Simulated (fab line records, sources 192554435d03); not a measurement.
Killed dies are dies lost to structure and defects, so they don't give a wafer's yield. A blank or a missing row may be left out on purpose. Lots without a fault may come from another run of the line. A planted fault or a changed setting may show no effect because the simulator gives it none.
fab line records | flow n5_finfet
record lots=7 wafers=21
route steps=1938 shown PMOS_HMC_CHANNEL_EPI@63 FIN_CUT@155 DUMMY_GATE@250 SD_EPI_N@288 SD_EPI_P@297 SD_ACTIVATION@330 HKMG_FIN@402
start_h: hours from the record's first day to the start of the lot's first wafer shown | wait_h: hours since the lot's step before | " the same as in the row above | L1.1+2: a row that stands for several wafers | - no value, or no start given | * or withheld: withheld | < > ~ a bound
route shown NAME@n: a module of which the file shows steps, and the number in the route of the first | usual: mean/standard deviation of fault-free wafers | same: alike in all rows | chamber/n: place in a boat | sites: the reading at each site | _std_site: their standard deviation | _edge_site: outer sites' mean less inner sites' | radius_mm: how far each site lies from the wafer's centre | mask NAME#n: copy n | behind: the tool/chamber that last shaped the wafer | hold: why the lot was held/for how many hours/how that ended | device: the transistor (n, p or np) that didn't switch | end of line: the same wafers' tests at the end of the route | a step without rows: its recipe alone | killed: dies lost to structure and defects at the first sort, not the wafer's yield | map: a wafer's dies, x killed, . not, _ none there
set.NAME: the setting as run; set.NAME@STEP: as run at that earlier step | model.NAME: the simulator's own value behind a step, which no gauge read
lots whose settings were changed on purpose; a table a step, a row a wafer
## steps
# step N5_PMOS_HMC_CHANNEL_EPI_PEB_07
# recipe peb_temp_c=110 peb_time_s=60 resist=CAR-ArF-block
# columns lot.wafer tool chamber start_h wait_h set.peb_temp_c
L074.2+4 litho_track-04 0 17.65 0.0 112.3
L074.3 " 0 " " 110
L076.1+2 litho_track-05 0 29.47 0.1 107.4
L076.5 " 0 " " 110
L084.3+6 litho_track-01 0 77.10 0.0 110
L084.5 " 0 " " 108.2
L085.1+5+6 litho_track-04 0 83.20 0.1 110
L091.1+5+6 litho_track-04 0 119.19 0.1 110
L092.1+2+3 litho_track-05 0 124.96 0.1 110
L093.2+3+4 litho_track-01 0 132.21 0.0 108.6
# step N5_PMOS_HMC_CHANNEL_EPI_DEVELOP_08
# recipe develop_time_s=30 developer=TMAH resist=CAR-ArF-block dev_temp_c=23 rinse_liquid=diw dry=air_spin
# step N5_PMOS_HMC_CHANNEL_EPI_CD_MEAS_09
# recipe target_cd_nm=237.4 landing_energy_ev=500 detector=se_inlens
# usual cd_nm=236.8/0.9
# columns lot.wafer tool chamber start_h wait_h set.peb_temp_c@PMOS_HMC_CHANNEL_EPI_PEB_07 cd_nm
L074.2 cd_sem-03 0 17.72 - 112.3 244.1
L074.3 " 0 " " 110 238.3
L074.4 " 0 " " 112.3 244.4
L076.1 cd_sem-03 0 29.54 - 107.4 228.3
L076.2 " 0 " " 107.4 227.6
L076.5 " 0 " " 110 236.8
L084.3 cd_sem-03 0 77.16 - 110 237.2
L084.5 " 0 " " 108.2 229.7
L084.6 " 0 " " 110 237.5
L085.1 cd_sem-03 0 83.27 - 110 237.5
L085.5 " 0 " " 110 236.6
L085.6 " 0 " " 110 236.7
L091.1 cd_sem-02 0 119.25 - 110 235.2
L091.5 " 0 " " 110 236.9
L091.6 " 0 " " 110 237.0
L092.1 cd_sem-02 0 125.03 - 110 238.7
L092.2 " 0 " " 110 236.7
L092.3 " 0 " " 110 237.4
L093.2 cd_sem-02 0 132.28 - 108.6 230.8
L093.3 " 0 " " 108.6 230.7
L093.4 " 0 " " 108.6 231.9
# step N5_PMOS_HMC_CHANNEL_EPI_DESCUM_14
# recipe chemistry=O2 time_s=7.9 source_power_w=50 bias_power_w=20 pressure_mtorr=20 rf_frequency_hz=2.712e+07 temp_c=40 resist=CAR-ArF-block o2_flow_sccm=225
# columns lot.wafer tool chamber start_h wait_h set.peb_temp_c@PMOS_HMC_CHANNEL_EPI_PEB_07 model.PMOS_HMC_CHANNEL_EPI.cd_nm
L074.2 rie_diel-05 3 17.81 0.0 112.3 244.1
L074.3 " 1 " " 110 238.3
L074.4 " 2 " " 112.3 244.2
L076.1 rie_diel-06 0 29.62 0.0 107.4 228.5
L076.2 " 3 " " 107.4 227.5
L076.5 " 1 " " 110 236.8
L084.3 rie_diel-06 1 77.25 0.0 110 237.5
L084.5 " 0 " " 108.2 229.5
L084.6 " 3 " " 110 238
L085.1 rie_diel-05 1 83.48 0.2 110 237.4
L085.5 " 2 " " 110 236.7
L085.6 " 3 " " 110 236.6
L091.1 rie_diel-03 0 119.34 0.0 110 235.4
L091.5 " 2 " " 110 236.7
L091.6 " 3 " " 110 237
L092.1 rie_diel-03 3 125.12 0.0 110 238.7
L092.2 " 0 " " 110 236.9
L092.3 " 2 " " 110 237.5
L093.2 rie_diel-06 3 132.39 0.1 108.6 230.6
L093.3 " 2 " " 108.6 230.7
L093.4 " 1 " " 108.6 232.2
# step N5_PMOS_HMC_CHANNEL_EPI_ETCH_32
# recipe chemistry=N2/H2 target=BARC stop_on=SiO2 target_depth_a=858 over_etch_frac=0.3 time_s=50.3 ion_energy_ev=200 mask_material=CAR-ArF-block pressure_mtorr=30 source_w=840 bias_w=150 n2_flow_sccm=200 h2_flow_sccm=200
# columns lot.wafer tool chamber start_h wait_h set.peb_temp_c@PMOS_HMC_CHANNEL_EPI_PEB_07 model.PMOS_HMC_CHANNEL_EPI.cd_nm
L074.2 rie_diel-05 3 17.84 0.0 112.3 247.5
L074.3 " 1 " " 110 241.3
L074.4 " 2 " " 112.3 246.6
L076.1 rie_diel-06 0 29.66 0.0 107.4 230.8
L076.2 " 3 " " 107.4 230.5
L076.5 " 1 " " 110 238.8
L084.3 rie_diel-06 1 77.28 0.0 110 238.5
L084.5 " 0 " " 108.2 231.5
L084.6 " 3 " " 110 240
L085.1 rie_diel-05 1 83.52 0.0 110 240
L085.5 " 2 " " 110 239.7
L085.6 " 3 " " 110 238.3
L091.1 rie_diel-03 0 119.38 0.0 110 237.3
L091.5 " 2 " " 110 238.9
L091.6 " 3 " " 110 239.4
L092.1 rie_diel-03 3 125.15 0.0 110 241.2
L092.2 " 0 " " 110 238.2
L092.3 " 2 " " 110 239.5
L093.2 rie_diel-06 3 132.43 0.0 108.6 233
L093.3 " 2 " " 108.6 232.9
L093.4 " 1 " " 108.6 233.6
# step N5_FIN_CUT_COAT_19
# recipe resist=SiARC temp_c=220 time_s=60 spin_rpm=1500 resist_thk_nm=20
# columns lot.wafer tool chamber start_h wait_h set.spin_rpm model.SiARC_of_FIN_CUT_COAT_19.thk_nm
L074.2+3+4 litho_track-02 0 - - 1500 20
L076.1 litho_track-05 0 - - 1500 20
L076.2+5 " 0 " " 1443 20.4
L084.3 litho_track-02 0 - - 1656 19
L084.5+6 " 0 " " 1500 20
L085.1+5+6 litho_track-05 0 - - 1500 20
L091.1+5 litho_track-05 0 - - 1660 19
L091.6 " 0 " " 1500 20
L092.1+2+3 litho_track-01 0 - - 1500 20
L093.2+4 litho_track-01 0 - - 1500 20
L093.3 " 0 " " 1381 21
# step N5_FIN_CUT_COAT_29
# recipe resist=underlayer temp_c=205 time_s=60 spin_rpm=1500 resist_thk_nm=10
# step N5_FIN_CUT_COAT_02
# recipe resist=CAR-EUV spin_rpm=1500 resist_thk_nm=30
# step N5_FIN_CUT_DESCUM_13
# recipe chemistry=O2 time_s=7 source_power_w=50 bias_power_w=20 pressure_mtorr=20 rf_frequency_hz=2.712e+07 temp_c=40 resist=CAR-EUV o2_flow_sccm=225
# step N5_FIN_CUT_ETCH_30
# recipe chemistry=N2/H2 target=underlayer target_depth_a=130 mask_material=CAR-EUV time_s=10.4 ion_energy_ev=200 pressure_mtorr=30 source_w=840 bias_w=150 n2_flow_sccm=200 h2_flow_sccm=200 ends=cleared
# step N5_FIN_CUT_ETCH_20
# recipe chemistry=CF4 target=SiARC target_depth_a=260 mask_material=CAR-EUV time_s=43.3 ion_energy_ev=80 pressure_mtorr=40 source_w=545 bias_w=36 Ar_flow_sccm=100 cf4_flow_sccm=100 ends=cleared
# columns lot.wafer tool chamber start_h wait_h set.spin_rpm@FIN_CUT_COAT_19 model.etch.depth_nm
L074.2+4 rie_diel-06 2,3 27.72 0.0 1500 19.98
L074.3 " 1 " " 1500 19.94
L076.1 rie_diel-06 1 38.69 0.0 1500 19.93
L076.2 " 2 " " 1443 20.35
L076.5 " 1 " " 1443 20.44
L084.3 rie_diel-03 3 86.62 0.0 1656 19.1
L084.5 " 1 " " 1500 19.95
L084.6 " 0 " " 1500 20
L085.1 rie_diel-06 2 96.44 0.0 1500 19.98
L085.5 " 0 " " 1500 20
L085.6 " 2 " " 1500 19.94
L091.1 rie_diel-06 1 128.54 0.0 1660 19.01
L091.5 " 1 " " 1660 18.96
L091.6 " 2 " " 1500 19.91
L092.1+3 rie_diel-06 0,1 134.83 0.0 1500 20.03
L092.2 " 2 " " 1500 20.02
L093.2 rie_diel-06 0 143.17 0.0 1500 20.08
L093.3 " 3 " " 1381 21
L093.4 " 2 " " 1500 20.07
# step N5_DUMMY_GATE_ETCH_42
# recipe chemistry=CHF3/O2 target=SiO2 target_depth_a=35 time_s=31 ion_energy_ev=30 bias_w=12 pressure_mtorr=30 source_w=600 Ar_flow_sccm=200 CHF3_flow_sccm=50 O2_flow_sccm=5
# usual rf_vpp_V=42.7/0.85
# columns lot.wafer tool chamber start_h wait_h set.bias_w rf_vpp_V
L074.2 rie_diel-06 1 51.16 0.0 11.25 41.4
L074.3 " 2 " " 11.25 41.0
L074.4 " 0 " " 11.25 41.8
L076.1 rie_diel-05 1 58.92 0.2 13.89 47.5
L076.2 " 0 " " 13.89 47.4
L076.5 " 1 " " 12 42.4
L084.3 rie_diel-03 1 106.28 0.0 12 43.1
L084.5 " 1 " " 12 43.0
L084.6 " 2 " " 11.46 42.1
L085.1 rie_diel-06 1 117.07 0.0 12 42.7
L085.5 " 0 " " 12 42.3
L085.6 " 1 " " 12 44.6
L092.1 rie_diel-05 3 156.41 0.0 12 42.9
L092.2 " 1 " " 12 43.6
L092.3 " 2 " " 12 42.5
L093.2 rie_diel-05 3 164.14 0.0 12 42.4
L093.3 " 1 " " 10.27 38.7
L093.4 " 2 " " 12 42.0
L091.1 rie_diel-03 1 188.68 0.1 9.86 35.7
L091.5 " 2 " " 12 42.8
L091.6 " 3 " " 12 41.3
# step N5_SD_EPI_N_EPI_21
# recipe material=Si:P dopant=P temp_c=680 pressure_torr=255 time_s=690
# columns lot.wafer tool chamber start_h wait_h set.temp_c model.Si-P_of_SD_EPI_N_EPI_21.thk_nm
L074.2+3 epi_rpcvd-03 0 54.62 0.5 680 58.8
L074.4 " 0 " " 677 55.4
L076.1 epi_rpcvd-04 0 62.10 0.2 680 59.2
L076.2+5 " 0 " " 680 58.6
L084.3 epi_rpcvd-04 0 110.80 0.9 680 59.6
L084.5 " 0 " " 680 59.8
L084.6 " 0 " " 677.1 56.6
L085.1 epi_rpcvd-02 0 120.13 0.2 680 59.6
L085.5 " 0 121.63 1.5 680 59.2
L085.6 " 0 " " 680 60
L092.1 epi_rpcvd-02 0 159.41 0.1 682.8 62.2
L092.2 " 0 " " 680 59.4
L092.3 " 0 " " 680 58.4
L093.2 epi_rpcvd-04 0 167.59 0.5 680 59.6
L093.3 " 0 " " 683 62.6
L093.4 " 0 " " 683 62.2
L091.1 epi_rpcvd-03 0 192.21 0.1 680 59.4
L091.5 " 0 193.33 1.1 682.8 62
L091.6 " 0 " " 680 59.6
# step N5_SD_EPI_N_EPI_MEAS_23
# recipe mode=xrd
# usual thk_nm=59.1/1
# columns lot.wafer tool chamber start_h wait_h set.temp_c@SD_EPI_N_EPI_21 thk_nm
L074.2 film_metro-02 - 56.52 1.5 680 58.0
L074.3 " - " " 680 59.2
L074.4 " - " " 677 54.1
L076.1 film_metro-01 - 64.39 1.9 680 59.0
L076.2 " - " " 680 59.5
L076.5 " - " " 680 58.2
L084.3 film_metro-02 - 112.34 1.2 680 59.1
L084.5 " - " " 680 60.7
L084.6 " - " " 677.1 56.5
L085.1 film_metro-01 - 122.43 1.9 680 60.8
L085.5 " - " " 680 59.4
L085.6 " - " " 680 58.5
L092.1 film_metro-01 - 161.12 1.4 682.8 62.2
L092.2 " - " " 680 58.3
L092.3 " - " " 680 59.6
L093.2 film_metro-02 - 169.49 1.5 680 59.8
L093.3 " - " " 683 62.8
L093.4 " - " " 683 61.6
L091.1 film_metro-01 - 193.92 1.4 680 59.5
L091.5 " - " " 682.8 62.5
L091.6 " - " " 680 59.2
# step N5_SD_EPI_P_COAT_03
# recipe resist=CAR-ArF-block spin_rpm=1500 resist_thk_nm=150
# columns lot.wafer tool chamber start_h wait_h set.spin_rpm model.CAR-ArF-block_of_SD_EPI_P_COAT_03.thk_nm
L074.2 litho_track-01 0 - - 1453 153.2
L074.3+4 " 0 " " 1500 150.4
L076.1 litho_track-01 0 - - 1547 148.2
L076.2 " 0 " " 1547 147.6
L076.5 " 0 " " 1547 148
L084.3 litho_track-05 0 - - 1500 150.6
L084.5 " 0 " " 1586 146.6
L084.6 " 0 " " 1500 150.4
L085.1+6 litho_track-05 0 - - 1500 150.2
L085.5 " 0 " " 1500 150
L092.1 litho_track-01 0 - - 1500 150.6
L092.2 " 0 " " 1355 158
L092.3 " 0 " " 1500 150.4
L093.2 litho_track-04 0 - - 1500 150.6
L093.3 " 0 " " 1500 150.8
L093.4 " 0 " " 1593 146
L091.1 litho_track-04 0 - - 1456 151.8
L091.5 " 0 " " 1500 150.2
L091.6 " 0 " " 1456 152.8
# step N5_SD_EPI_P_EBR_05
# recipe solvent=PGMEA ebr_width_mm=1.5
# step N5_SD_EPI_P_SOFTBAKE_04
# recipe temp_c=110 time_s=60 resist=CAR-ArF-block
# step N5_SD_EPI_P_EXPOSE_06
# recipe mask_id=SD_P_BLK na=1.35 source_shape=conventional sigma_outer=0.8 polarization=unpolarized target_cd_nm=240 dose_mj=39.5
# step N5_SD_EPI_P_PEB_07
# recipe peb_temp_c=110 peb_time_s=60 resist=CAR-ArF-block
# step N5_SD_EPI_P_DEVELOP_08
# recipe develop_time_s=30 developer=TMAH resist=CAR-ArF-block dev_temp_c=23 rinse_liquid=diw dry=air_spin
# columns lot.wafer tool chamber start_h wait_h set.spin_rpm@SD_EPI_P_COAT_03 model.CAR-ArF-block_of_SD_EPI_P_COAT_03.thk_nm
L074.2 litho_track-04 0 - - 1453 151.6
L074.3+4 " 0 " " 1500 148.8
L076.1+5 litho_track-04 0 - - 1547 146.4
L076.2 " 0 " " 1547 146
L084.3+6 litho_track-01 0 - - 1500 148.8
L084.5 " 0 " " 1586 144.8
L085.1+6 litho_track-01 0 - - 1500 148.6
L085.5 " 0 " " 1500 148.2
L092.1 litho_track-05 0 - - 1500 149
L092.2 " 0 " " 1355 156.4
L092.3 " 0 " " 1500 148.6
L093.2 litho_track-04 0 - - 1500 149
L093.3 " 0 " " 1500 149.2
L093.4 " 0 " " 1593 144.2
L091.1 litho_track-04 0 - - 1456 150.2
L091.5 " 0 " " 1500 148.4
L091.6 " 0 " " 1456 151.2
# step N5_SD_EPI_P_EPI_21
# recipe material=SiGe:B dopant=B temp_c=550 pressure_torr=20 ambient=H2 time_s=355
# step N5_SD_EPI_P_HM_STRIP_48
# recipe chemistry=H3PO4 temp_c=160 material=SiNx target=SiNx target_depth_a=30 overetch_fraction=0.3
# columns lot.wafer tool chamber start_h wait_h set.temp_c@SD_EPI_N_EPI_21 model.Si-P_of_SD_EPI_N_EPI_21.thk_nm
L074.2+3 wet_bench-02 2,6 61.99 0.0 680 58
L074.4 " 5 " " 677 54.6
L076.1 wet_bench-01 3 69.19 0.0 680 58.4
L076.2+5 " 2,5 " " 680 58
L084.3 wet_bench-02 4 119.76 0.0 680 59
L084.5 " 1 " " 680 59.2
L084.6 " 3 " " 677.1 56
L085.1 wet_bench-04 0 128.90 0.0 680 58.8
L085.5 " 3 " " 680 58.6
L085.6 " 7 " " 680 59.4
L092.1 wet_bench-02 5 167.50 0.0 682.8 61.4
L092.2 " 6 " " 680 58.6
L092.3 " 0 " " 680 57.6
L093.2 wet_bench-02 5 174.95 0.0 680 59
L093.3 " 1 " " 683 62
L093.4 " 4 " " 683 61.6
L091.1 wet_bench-02 3 199.28 0.0 680 58.6
L091.5 " 6 " " 682.8 61.4
L091.6 " 2 " " 680 58.8
# step N5_SD_EPI_P_SRD_49
# recipe dry=ipa_marangoni time_s=30 temp_c=23 rinse_liquid=diw
# step N5_SD_EPI_P_PRECLEAN_24
# recipe chemistry=O3/DIW time_s=45 temp_c=22 o3_ppm=10
# columns lot.wafer tool chamber start_h wait_h set.temp_c@SD_EPI_N_EPI_21 model.Si-P_of_SD_EPI_N_EPI_21.thk_nm
L074.2 wet_bench-02 2 62.05 0.0 680 58
L074.3 " 6 " " 680 57.8
L074.4 " 5 " " 677 54.6
L076.1 wet_bench-01 3 69.33 0.0 680 58.4
L076.2+5 " 2,5 " " 680 57.8
L084.3 wet_bench-02 4 119.83 0.0 680 58.8
L084.5 " 1 " " 680 59
L084.6 " 3 " " 677.1 55.8
L085.1 wet_bench-04 0 128.97 0.0 680 58.6
L085.5 " 3 " " 680 58.4
L085.6 " 7 " " 680 59.2
L092.1 wet_bench-02 5 167.57 0.0 682.8 61.2
L092.2 " 6 " " 680 58.6
L092.3 " 0 " " 680 57.6
L093.2 wet_bench-02 5 175.02 0.0 680 58.8
L093.3 " 1 " " 683 61.8
L093.4 " 4 " " 683 61.4
L091.1 wet_bench-02 3 199.35 0.0 680 58.6
L091.5 " 6 " " 682.8 61.2
L091.6 " 2 " " 680 58.8
# step N5_SD_EPI_P_PRECLEAN_32
# recipe chemistry=dHF time_s=10 dilution=500:1 temp_c=25
# step N5_SD_EPI_P_PRECLEAN_33
# recipe chemistry=SC2 time_s=45 temp_c=35 mix=1:1:50
# step N5_SD_ACTIVATION_RTA_00
# recipe temp_c=975 time_s=0 ambient=N2 idle_temp_c=600 ramp_up_c_per_s=150 ramp_down_c_per_s=60 cool_to_c=600
# step N5_SD_ACTIVATION_LSA_01
# recipe temp_c=1080 time_s=0.0008 ambient=N2
# step N5_SD_ACTIVATION_RS_MEAS_03
# recipe thk_meas_gauge=four-point-probe
# usual RS_SD_N=21.89/0.27 RS_SD_P=56.0/0.87
# columns lot.wafer tool chamber start_h wait_h set.temp_c@SD_EPI_N_EPI_21 RS_SD_N[ohm/sq] RS_SD_P[ohm/sq]
L074.2 film_metro-01 - 62.57 0.2 680 22.04 55.5
L074.3 " - " " 680 22.10 54.7
L074.4 " - " " 677 23.50 54.9
L076.1 film_metro-02 - 69.88 0.2 680 21.87 57.1
L076.2 " - " " 680 21.95 55.8
L076.5 " - " " 680 22.09 55.6
L084.3 film_metro-01 - 120.37 0.2 680 21.67 55.3
L084.5 " - " " 680 21.47 55.5
L084.6 " - " " 677.1 22.91 55.4
L085.1 film_metro-02 - 129.57 0.2 680 21.87 55.8
L085.5 " - " " 680 22.04 55.7
L085.6 " - " " 680 21.53 56.1
L092.1 film_metro-02 - 168.08 0.2 682.8 20.83 56.5
L092.2 " - " " 680 21.67 55.5
L092.3 " - " " 680 22.27 56.4
L093.2 film_metro-02 - 175.61 0.2 680 21.63 55.7
L093.3 " - " " 683 20.79 55.5
L093.4 " - " " 683 20.91 56.0
L091.1 film_metro-02 - 199.86 0.2 680 21.78 55.8
L091.5 " - " " 682.8 20.92 55.2
L091.6 " - " " 680 21.94 55.4
# step N5_HKMG_FIN_ETCH_54
# recipe chemistry=CF4 target=SiARC target_depth_a=455 mask_material=CAR-ArF time_s=75.8 ion_energy_ev=80 pressure_mtorr=40 source_w=545 bias_w=36 Ar_flow_sccm=100 cf4_flow_sccm=100 ends=cleared
# usual etch_rf_on_time_s=75.8/1.8 rf_vpp_V=184.3/0.94
# columns lot.wafer tool chamber start_h wait_h set.source_w etch_rf_on_time_s rf_vpp_V
L074.2 rie_diel-01 3 75.62 0.0 545 77.6 185.0
L074.3 " 1 " " 586 70.9 181.0
L074.4 " 0 " " 586 73.7 179.3
L076.1 rie_diel-04 2 82.88 0.0 592.8 71.0 179.1
L076.2 " 3 " " 592.8 68.1 180.4
L076.5 " 0 " " 545 73.2 184.3
L084.3 rie_diel-04 3 134.19 0.0 545 74.2 184.8
L084.5 " 1 " " 635.2 65.1 174.7
L084.6 " 2 " " 635.2 67.5 176.4
L085.1 rie_diel-04 1 142.89 0.0 545 73.1 184.5
L085.5 " 3 " " 545 73.3 182.8
L085.6 " 0 " " 545 74.8 185.3
L092.1 rie_diel-04 0 181.92 0.0 545 75.3 183.6
L092.2 " 2 " " 545 77.4 184.4
L092.3 " 1 " " 545 73.2 184.5
L093.2 rie_diel-04 0 189.55 0.0 545 74.8 184.5
L093.3 " 1 " " 611.7 66.5 176.5
L093.4 " 0 " " 611.7 66.8 177.1
L091.1 rie_diel-04 1 212.96 0.0 545 73.0 183.7
L091.5 " 1 " " 545 73.9 184.4
L091.6 " 0 " " 545 75.2 184.5
# step N5_HKMG_FIN_ETCH_55
# recipe chemistry=N2/H2 target=SOC target_depth_a=2400 temp_c=40 time_s=300 ion_energy_ev=200 mask_material=SiARC pressure_mtorr=30 source_w=840 bias_w=150 n2_flow_sccm=200 h2_flow_sccm=200
# usual rf_vpp_V=524.3/1.8
# columns lot.wafer tool chamber start_h wait_h set.bias_w rf_vpp_V
L074.2 rie_diel-01 3 75.68 0.0 150 526.0
L074.3 " 1 " " 150 525.2
L074.4 " 0 " " 150 521.2
L076.1 rie_diel-04 2 82.94 0.0 157.9 542.2
L076.2 " 3 " " 150 526.8
L076.5 " 0 " " 150 524.0
L084.3 rie_diel-04 3 134.25 0.0 139.9 503.6
L084.5 " 1 " " 139.9 503.1
L084.6 " 2 " " 150 524.6
L085.1 rie_diel-04 1 142.95 0.0 150 524.0
L085.5 " 3 " " 150 526.1
L085.6 " 0 " " 150 523.7
L092.1 rie_diel-04 0 181.97 0.0 150 523.5
L092.2 " 2 " " 141.9 507.6
L092.3 " 1 " " 150 525.6
L093.2 rie_diel-04 0 189.61 0.0 171.2 568.0
L093.3 " 1 " " 150 524.1
L093.4 " 0 " " 171.2 568.6
L091.1 rie_diel-04 1 213.01 0.0 150 523.1
L091.5 " 1 " " 150 524.6
L091.6 " 0 " " 150 521.0
## key
split step=N5_PMOS_HMC_CHANNEL_EPI_PEB_07 setting=peb_temp_c stated=110 by=wafer
response step=N5_PMOS_HMC_CHANNEL_EPI_CD_MEAS_09 reading=cd_nm change=+3.64 per=1% r=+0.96
response step=N5_PMOS_HMC_CHANNEL_EPI_DESCUM_14 reading=model.PMOS_HMC_CHANNEL_EPI.cd_nm change=+3.68 per=1% r=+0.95
response step=N5_PMOS_HMC_CHANNEL_EPI_ETCH_32 reading=model.PMOS_HMC_CHANNEL_EPI.cd_nm change=+3.47 per=1% r=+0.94
split step=N5_FIN_CUT_COAT_19 setting=spin_rpm stated=1500 by=wafer
response step=N5_FIN_CUT_COAT_19 reading=model.SiARC_of_FIN_CUT_COAT_19.thk_nm change=-0.102 per=1% r=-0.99
response step=N5_FIN_CUT_ETCH_20 reading=model.etch.depth_nm change=-0.094 per=1% r=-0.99
split step=N5_DUMMY_GATE_ETCH_42 setting=bias_w stated=12 by=wafer
response step=N5_DUMMY_GATE_ETCH_42 reading=rf_vpp_V change=+0.312 per=1% r=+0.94
split step=N5_SD_EPI_N_EPI_21 setting=temp_c stated=680 by=wafer
response step=N5_SD_EPI_N_EPI_21 reading=model.Si-P_of_SD_EPI_N_EPI_21.thk_nm change=+7.08 per=1% r=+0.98
response step=N5_SD_EPI_N_EPI_MEAS_23 reading=thk_nm change=* per=1% r=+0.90
response step=N5_SD_EPI_P_HM_STRIP_48 reading=model.Si-P_of_SD_EPI_N_EPI_21.thk_nm change=+7.17 per=1% r=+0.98
response step=N5_SD_EPI_P_PRECLEAN_24 reading=model.Si-P_of_SD_EPI_N_EPI_21.thk_nm change=+6.94 per=1% r=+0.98
response step=N5_SD_ACTIVATION_RS_MEAS_03 reading=RS_SD_N change=-2.64 per=1% r=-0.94
split step=N5_SD_EPI_P_COAT_03 setting=spin_rpm stated=1500 by=wafer
response step=N5_SD_EPI_P_COAT_03 reading=model.CAR-ArF-block_of_SD_EPI_P_COAT_03.thk_nm change=-0.758 per=1% r=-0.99
response step=N5_SD_EPI_P_DEVELOP_08 reading=model.CAR-ArF-block_of_SD_EPI_P_COAT_03.thk_nm change=-0.777 per=1% r=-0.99
split step=N5_HKMG_FIN_ETCH_54 setting=source_w stated=545 by=wafer
response step=N5_HKMG_FIN_ETCH_54 reading=etch_rf_on_time_s change=* per=1% r=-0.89
response step=N5_HKMG_FIN_ETCH_54 reading=rf_vpp_V change=-0.58 per=1% r=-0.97
split step=N5_HKMG_FIN_ETCH_55 setting=bias_w stated=150 by=wafer
response step=N5_HKMG_FIN_ETCH_55 reading=rf_vpp_V change=+3.14 per=1% r=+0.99
